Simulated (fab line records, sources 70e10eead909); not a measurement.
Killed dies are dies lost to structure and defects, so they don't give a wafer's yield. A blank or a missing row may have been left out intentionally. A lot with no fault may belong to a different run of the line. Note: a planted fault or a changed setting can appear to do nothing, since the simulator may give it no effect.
fab line records | flow nandHarc
record: lots: 12 wafers: 36 lastDay: 34
route steps=1302 shown P_GATE@141
lots untouched by any fault: they come from a run of this same line in which no faults occurred
startH: start of the lot's first displayed wafer, in hours after the record's first day | waitH: how many hours have passed since the lot's step before this one | " the same as in the row above | L1.1+2: one row covering several wafers at once | - no value present, or no start provided | * or withheld: withheld | < > ~ a bound
route shown NAME@n: names a module that has steps shown in the file, with the first one's number in the route | usual: the fault-free wafers' mean and standard deviation | same: alike in all rows | chamber/n: place in a boat | sites: per-site readings | _std_site: the standard deviation of these | _edge_site: mean of outer sites minus mean of inner sites | radiusMm: for every site, how far away it sits from the centre of the wafer | mask NAME#n: copy n | behind: the last tool/chamber to shape the wafer | hold: what put the lot on hold/how long, in hours/how the hold closed | device: whichever transistor did not switch (one of n, p or np) | end of line: the same wafers' tests at the end of the route | where a step has no rows: the recipe by itself | killed: the dies lost at the first sort to structure and to defects; this is not the yield of the wafer | map: shows each die of a wafer: x if killed, . if not, _ if none is there
set.NAME: setting as actually run; set.NAME@STEP: the setting as run at that earlier step | model.NAME: the simulator's own value behind a step, which no gauge read
the route's steps for a sample of lots (tables are steps, rows are wafers)
services: when a tool's chamber went out of use (startH, in hours from the record's first day, below 0 if earlier), for how many hours, and the reason
== steps ==
step: NHARC_P_GATE_CD_MEAS_26
recipe: targetCdNm: 120 landingEnergyEv: 500
usual: cdNm: 120.1/0.58
same: landingEnergyEv: 500
columns lot.wafer tool chamber startH waitH cdNm
L183.1 cdSem-03 0 108.65 - 119.8
L183.2 " 0 " " 119.6
L183.4 " 0 " " 120.1
L184.1 cdSem-02 0 121.27 - 120.3
L184.2 " 0 " " 120.3
L184.6 " 0 " " 120.4
L185.2 cdSem-03 0 124.93 - 120.2
L185.5 " 0 " " 120.2
L185.6 " 0 " " 120.4
L186.2 cdSem-01 0 138.13 - 120.0
L186.3 " 0 " " 120.3
L186.6 " 0 " " 119.3
L188.2 cdSem-02 0 159.50 - 119.8
L188.3 " 0 " " 120.1
L188.5 " 0 " " 119.8
L189.3 cdSem-02 0 173.64 - 120.7
L189.5 " 0 " " 120.2
L189.6 " 0 " " 120.3
L190.2 cdSem-02 0 174.13 - 121.2
L190.3 " 0 " " 121.1
L190.4 " 0 " " 121.0
L192.1 cdSem-03 0 198.83 - 119.7
L192.2 " 0 " " 119.3
L192.4 " 0 " " 119.4
L202.1 cdSem-02 0 292.11 - 119.6
L202.2 " 0 " " 120.0
L202.3 " 0 " " 119.9
L203.4 cdSem-01 0 305.01 - 120.0
L203.5 " 0 " " 119.8
L203.6 " 0 " " 119.2
L205.2 cdSem-03 0 331.57 - 119.3
L205.3 " 0 " " 119.4
L205.5 " 0 " " 120.3
L204.2 cdSem-03 0 331.85 - 119.5
L204.3 " 0 " " 120.2
L204.6 " 0 " " 119.4
step: NHARC_P_GATE_OVL_MEAS_27
usual: overlayXNm: -0.1/0.71 overlayYNm: -0.2/0.74
columns lot.wafer tool chamber startH waitH overlayXNm overlayYNm
L183.1 overlay-01 - 108.74 - 0.5 -1.2
L183.2 " - " " 0.8 -1.1
L183.4 " - " " 0.4 -1.3
L184.1 overlay-02 - 121.36 - -0.6 0.7
L184.2 " - " " -1.0 0.3
L184.6 " - " " -1.0 0.2
L185.2 overlay-02 - 125.01 - -0.3 -0.3
L185.5 " - " " -0.4 -0.3
L185.6 " - " " -0.7 -0.7
L186.2 overlay-02 - 138.22 - -0.7 -0.9
L186.3 " - " " -1.4 -0.9
L186.6 " - " " -0.9 -0.8
L188.2 overlay-02 - 159.58 - -0.6 0.2
L188.3 " - " " 0.0 -0.1
L188.5 " - " " -0.5 0.1
L189.3 overlay-02 - 173.73 - -0.4 -0.7
L189.5 " - " " -1.1 0.1
L189.6 " - " " -0.8 -0.6
L190.2 overlay-02 - 174.21 - -0.1 1.1
L190.3 " - " " 0.4 1.4
L190.4 " - " " 0.0 0.9
L192.1 overlay-02 - 198.92 - -1.0 0.2
L192.2 " - " " -1.6 0.0
L192.4 " - " " -1.0 -0.1
L202.1 overlay-02 - 292.20 - 0.4 -0.1
L202.2 " - " " -0.1 0.3
L202.3 " - " " 0.1 0.0
L203.4 overlay-02 - 305.09 - -0.1 -1.9
L203.5 " - " " 0.1 -1.6
L203.6 " - " " 0.3 -1.3
L205.2 overlay-01 - 331.66 - 0.6 -1.0
L205.3 " - " " 0.4 -0.9
L205.5 " - " " 0.4 -0.5
L204.2 overlay-01 - 331.94 - -1.1 -0.1
L204.3 " - " " -1.3 0.2
L204.6 " - " " -1.1 -0.2
step: NHARC_P_GATE_DESCUM_31
recipe: timeS: 3 o2FlowSccm: 200 arFlowSccm: 0 biasPowerW: 0 chemistry: O2
usual: drypumpMotorCurrentA: 5.6/0.4 oesProductAu: 1.002/0.009 rfVppV: 57.7/0.86 showerheadPlenumPTorr: 1.91/0.08 throttleValvePct: 11.312/0.0099
same: timeS: 3
columns lot.wafer tool chamber startH waitH drypumpMotorCurrentA oesProductAu rfHoursCounterH rfVppV showerheadPlenumPTorr throttleValvePct
L183.2 rieDiel-10 3 108.85 0.1 5.7 1.016 2 57.2 1.85 11.322
L183.1 " 0 " " 5.9 0.984 3 57.7 2.00 11.332
L183.4 " 1 " " 5.8 0.992 3 57.3 1.83 11.310
L184.2 rieDiel-01 0 121.48 0.1 6.1 0.990 7 58.0 1.96 11.311
L184.1 " 1 " " 5.6 1.005 6 57.3 1.80 11.308
L184.6 " 2 " " 6.1 0.999 - 58.3 1.82 11.290
L185.2 rieDiel-10 2 125.14 0.1 5.5 1.008 3 58.2 1.89 11.317
L185.5 " 3 " " 5.7 1.014 - 57.5 1.85 11.317
L185.6 " 0 " " 5.9 0.992 - 57.8 2.00 11.326
L186.2 rieDiel-03 1 138.32 0.1 5.7 1.007 1 58.5 2.04 11.311
L186.3 " 2 " " 4.9 1.010 1 57.3 1.95 11.313
L186.6 " 0 " " 5.9 1.010 - 58.5 2.00 11.301
L188.3 rieDiel-01 2 159.69 0.1 6.1 1.009 8 57.8 1.82 11.301
L188.2 " 0 " " 6.1 1.008 8 58.2 1.96 11.323
L188.5 " 2 " " 6.2 0.997 - 57.9 1.82 11.307
L189.3 rieDiel-10 3 173.84 0.1 5.7 1.004 5 56.5 1.85 11.321
L189.6 " 1 " " 5.8 0.980 - 57.1 1.83 11.314
L189.5 " 2 " " 5.5 1.023 - 59.1 1.89 11.309
L190.2 rieDiel-01 1 174.31 0.1 5.6 1.001 8 57.1 1.80 11.304
L190.3 " 2 " " 6.1 0.993 9 57.3 1.82 11.308
L190.4 " 3 " " 4.8 1.007 10 58.5 2.01 11.308
L192.2 rieDiel-10 0 199.03 0.1 5.9 0.997 7 58.0 1.99 11.323
L192.1 " 1 " " 5.8 0.983 9 57.8 1.83 11.329
L192.4 " 2 " " 5.4 1.010 8 58.3 1.89 11.306
L202.1 rieDiel-10 1 292.31 0.1 5.7 0.993 1 57.9 1.83 11.307
L202.2 " 2 " " 5.4 0.991 1 57.7 1.89 11.305
L202.3 " 3 " " 5.7 1.010 1 55.9 1.85 11.314
L203.4 rieDiel-03 2 305.20 0.1 4.9 0.992 0 58.3 1.95 11.306
L203.6 " 1 " " 5.7 0.996 - 58.8 2.04 11.303
L203.5 " 2 " " 4.9 0.996 - 58.2 1.95 11.311
L205.3 rieDiel-03 3 331.75 0.1 5.7 1.013 2 58.2 1.90 11.299
L205.2 " 2 " " 4.9 0.987 2 58.1 1.95 11.324
L205.5 " 0 " " 5.9 1.008 - 58.4 2.00 11.312
L204.3 rieDiel-10 1 332.05 0.1 5.8 0.988 4 57.0 1.83 11.323
L204.2 " 2 " " 5.4 1.000 4 57.0 1.89 11.302
L204.6 " 0 " " 5.9 0.996 - 58.7 1.99 11.323
step: NHARC_P_GATE_EXPOSE_43
recipe: na: 0.6 targetCdNm: 720 doseMj: 14.81 maskId: P_NSD
columns lot.wafer tool chamber startH waitH mask
L183.1+2+4 krfScanner-02 0 120.49 - P_NSD#0
L184.1+2+6 krfScanner-03 0 133.02 - P_NSD#0
L185.2+5+6 krfScanner-03 0 136.56 - P_NSD#0
L186.2+3+6 krfScanner-02 0 152.08 - P_NSD#0
L188.2+3+5 krfScanner-03 0 171.09 - P_NSD#0
L189.3+5+6 krfScanner-02 0 185.44 - P_NSD#0
L190.2+3+4 krfScanner-02 0 185.88 - P_NSD#0
L192.1+2+4 krfScanner-04 0 210.64 - P_NSD_R1#0
L202.1+2+3 krfScanner-02 0 303.88 - P_NSD#0
L203.4+5+6 krfScanner-03 0 316.88 - P_NSD#0
L205.2+3+5 krfScanner-04 0 343.50 - P_NSD#0
L204.2+3+6 krfScanner-02 0 343.72 - P_NSD#0
step: NHARC_P_GATE_CD_MEAS_46
recipe: targetCdNm: 720 landingEnergyEv: 500
usual: cdNm: 720.3/1.7
same: landingEnergyEv: 500
columns lot.wafer tool chamber startH waitH cdNm
L183.1 cdSem-02 0 120.65 - 722.2
L183.2 " 0 " " 719.1
L183.4 " 0 " " 719.0
L184.1 cdSem-02 0 133.17 - 720.4
L184.2 " 0 " " 718.7
L184.6 " 0 " " 717.9
L185.2 cdSem-01 0 136.71 - 718.6
L185.5 " 0 " " 721.1
L185.6 " 0 " " 720.6
L186.2 cdSem-01 0 152.23 - 720.9
L186.3 " 0 " " 721.4
L186.6 " 0 " " 719.5
L188.2 cdSem-03 0 171.24 - 719.7
L188.3 " 0 " " 721.2
L188.5 " 0 " " 720.0
L189.3 cdSem-02 0 185.60 - 720.3
L189.5 " 0 " " 719.1
L189.6 " 0 " " 720.8
L190.2 cdSem-01 0 186.04 - 721.4
L190.3 " 0 " " 719.0
L190.4 " 0 " " 722.0
L192.1 cdSem-03 0 210.79 - 712.6
L192.2 " 0 " " 711.3
L192.4 " 0 " " 709.7
L202.1 cdSem-03 0 304.03 - 720.5
L202.2 " 0 " " 722.6
L202.3 " 0 " " 720.3
L203.4 cdSem-02 0 317.03 - 720.2
L203.5 " 0 " " 718.7
L203.6 " 0 " " 720.6
L205.2 cdSem-01 0 343.65 - 720.8
L205.3 " 0 " " 721.0
L205.5 " 0 " " 722.1
L204.2 cdSem-02 0 343.87 - 718.7
L204.3 " 0 " " 720.0
L204.6 " 0 " " 717.3
== services ==
columns tool chamber startH hours kind
krfScanner-02 - 94.02 4.0 pm
rieDiel-03 - 104.45 9.0 pm
krfScanner-02 - 112.16 2.4 repair
krfScanner-02 - 128.11 1.4 repair
krfScanner-04 - 131.76 1.7 repair
krfScanner-04 - 182.00 4.0 pm
rieDiel-01 2 192.03 7.2 repair
rieDiel-01 - 203.80 9.0 pm
krfScanner-04 - 210.91 0.3 repair
rieDiel-03 - 217.78 1.6 repair
rieDiel-01 0 220.17 5.0 repair
krfScanner-03 - 224.01 4.0 pm
rieDiel-01 0 231.12 6.9 repair
rieDiel-10 - 242.50 9.0 pm
krfScanner-04 - 243.16 6.1 repair
rieDiel-10 0 263.36 3.4 repair
rieDiel-10 3 264.92 4.9 repair
krfScanner-02 - 266.02 4.0 pm
krfScanner-03 - 280.84 5.0 repair
rieDiel-03 - 281.45 9.0 pm
rieDiel-01 - 283.29 2.2 repair
rieDiel-03 1 316.79 4.0 repair
rieDiel-03 1 324.65 12.1 repair
rieDiel-01 2 342.79 9.9 repair
== key ==
firstSign: step: NHARC_P_GATE_EXPOSE_43 reading: mask direction: changed
effect: step: NHARC_P_GATE_CD_MEAS_46 reading: cdNm direction: down sigmas: 5.3 usual: 720.3 struck: 711.2
metAt NHARC_P_GATE_EXPOSE_43
struckLots L192
testerLeftOut L192
notActingAt NHARC_P_GATE_CD_MEAS_26,NHARC_P_GATE_OVL_MEAS_27,NHARC_P_GATE_DESCUM_31
fault: kind: wrongMask tool: any chamber: - onsetH: 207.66 steps: NHARC_P_GATE_EXPOSE_43 auxCopy: P_NSD_R1#0 cdOffsetNm: -8.7726 scope: struckLotsOnly
testerLeftOut: of these lots the tester's yield and bins aren't shown, on N5 and GAA mostly nor the transistor test; their killed dies are dies lost to structure and defects alone, not to doping, threshold or leakage, so they don't give the yield
